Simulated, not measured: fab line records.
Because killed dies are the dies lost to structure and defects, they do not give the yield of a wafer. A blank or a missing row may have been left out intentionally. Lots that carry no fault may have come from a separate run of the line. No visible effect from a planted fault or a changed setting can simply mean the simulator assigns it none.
Matching of chambers | flow nand_harc | NHARC_A_WL_FILL_ALD_00 on ald_hk-01: 4 sister chambers
The step deposits Al2O3, target thk 3 nm, pulse time 3 s, ald cycles 30. 4 wafers are shown with their chamber, then 8 later ones without.

== WAFERS WITH THEIR CHAMBER ==
wafer  | chamber | heater_power_w (W)
L351.1 | 3       | 447
L351.2 | 0       | 518
L351.6 | 2       | 434
L352.3 | 1       | 384

== WAFERS MISSING THEIR CHAMBER ==
wafer  | heater_power_w (W)
L352.4 | 535
L352.5 | 445
L355.3 | 505
L355.4 | 440
L355.6 | 435
L364.2 | 438
L364.4 | 442
L364.6 | 450

== THE CHAMBER EACH PASSED THROUGH ==
wafer  | from the rows above     | in truth
L352.4 | 0                       | 0
L352.5 | can't be placed: 3 or 2 | 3
L355.3 | 0                       | 0
L355.4 | can't be placed: 2 or 3 | 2
L355.6 | can't be placed: 2 or 3 | 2
L364.2 | can't be placed: 2 or 3 | 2
L364.4 | can't be placed: 3 or 2 | 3
L364.6 | can't be placed: 3 or 2 | 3
Correctly placed: 2 of 8. Can't be placed from these rows: 6 (the true chamber is among the candidates in 6). 0 placed wrongly.
How it was worked out, from the rows above alone: a wafer's distance from a chamber is the root of the sum, over the readings, of the square of ((its reading less the chamber's mean) divided by the reading's scatter). If the next closest chamber is less than 2 further off than the closest, the wafer can't be placed; otherwise it belongs to the closest. For every chamber, the mean is computed from those of its wafers that are shown. The scatter: root of mean squared gap, hidden wafer to nearest shown wafer, with one shown wafer a chamber.
